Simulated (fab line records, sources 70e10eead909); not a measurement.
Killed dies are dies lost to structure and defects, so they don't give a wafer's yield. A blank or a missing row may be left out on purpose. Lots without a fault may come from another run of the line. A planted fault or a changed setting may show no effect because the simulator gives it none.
A struck lot beside a sound one | flow nand_harc | 14 steps out of a route of 1159
Sound: wafers L337.2, L337.3, L337.5. Struck: wafers L348.2, L348.4, L348.5. The cause comes at the end.
At each step with rows: each side's tool, then ch and its chambers, then its first start. Under that, the readings that differ: sound wafers | struck wafers | difference of the means | sigmas: that difference in standard deviations of wafers without a fault.
alike: readings whose means differ by less than 2 such deviations, and words and numbers that are the same on both sides. not compared: withheld readings, readings that some wafer has no value for, bounds like >300 that may hide the same value, and numbers for which the record gives no deviation and whose values overlap.
The two part at a step that has a row with sigmas, a row that says differs or no value, or rows on one side only. Numbers that don't overlap but have no deviation are shown without sigmas and don't part them. A reading that every wafer of one side lacks parts them only if that side has two wafers or more.

NHARC_A_STAIRCASE_TRIM_202: chemistry O2, time 211.2 s.
  sound on rie_diel-08 ch 0,3; struck on rie_diel-06 ch 0,2,3
  alike: drypump_motor_current_A, oes_product_au, rf_vpp_V, showerhead_plenum_p_Torr, throttle_valve_pct
  not compared: rf_hours_counter_h
NHARC_A_STAIRCASE_ETCH_203: etches the open film in C4F8/O2, target depth 100 nm, time 40.5 s.
  sound on rie_diel-08 ch 0,1; struck on rie_diel-06 ch 0,1,3
  alike: oes_product_au, rf_vpp_V
  not compared: rf_hours_counter_h
NHARC_A_STAIRCASE_STRIP_205: strips in O2.
  sound on plasma_asher-02 ch 0,1, day 12 05:55; struck on plasma_asher-02 ch 1, day 15 08:38
  alike: drypump_motor_current_A, heater_power_w
  not compared: rf_hours_counter_h
then, 8 steps without rows for these wafers: NHARC_A_STAIRCASE_STRIP_206 (strips in SPM, time 900 s); NHARC_A_STAIRCASE_PRECLEAN_207 (cleans in SC1); NHARC_A_STAIRCASE_SRD_208; NHARC_A_STAIRCASE_DEHYDRATE_209 (time 120 s); NHARC_A_STAIRCASE_HMDS_210 (time 30 s); NHARC_A_STAIRCASE_COAT_211; NHARC_A_STAIRCASE_SOFTBAKE_212 (time 170 s); NHARC_A_STAIRCASE_EBR_213.
NHARC_A_STAIRCASE_EXPOSE_214: exposes mask STAIR 3.
  sound on krf_scanner-04 ch 0, day 12 07:04; struck on krf_scanner-04 ch 0, day 15 09:47
  reading              | sound             | struck            | difference | sigmas
  exposure_dose_mJ_cm2 | 31.24 31.22 31.28 | 28.09 28.09 28.13 | -3.14      | -98
  alike: mask
then, 1 step without rows for these wafers: NHARC_A_STAIRCASE_PEB_215 (peb time 130 s).
-- the record jumps here: 8 days lie between the struck wafers' starts before and after (it left off in module A_STAIRCASE and takes up again in module END, whose first step shown is number 1159 of the route) --
NHARC_END_SORT_01:
  sound on prober-01 ch 0, day 21 16:19; struck on prober-01 ch 0, day 23 15:17
  reading      | sound | struck | difference | sigmas
  killed_short | 3 1 2 | 5      | +3         | +2
  alike: killed_at_array, killed_at_other, killed_at_periphery, killed_dies, killed_open

WHERE THEY PART
First at NHARC_A_STAIRCASE_EXPOSE_214; last, within this record, at NHARC_END_SORT_01.

WHY: what the simulator had put in
Process parameter drift: krf_scanner-04, from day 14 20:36 on, at NHARC_A_STAIRCASE_EXPOSE_214. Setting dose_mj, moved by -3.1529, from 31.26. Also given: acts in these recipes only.
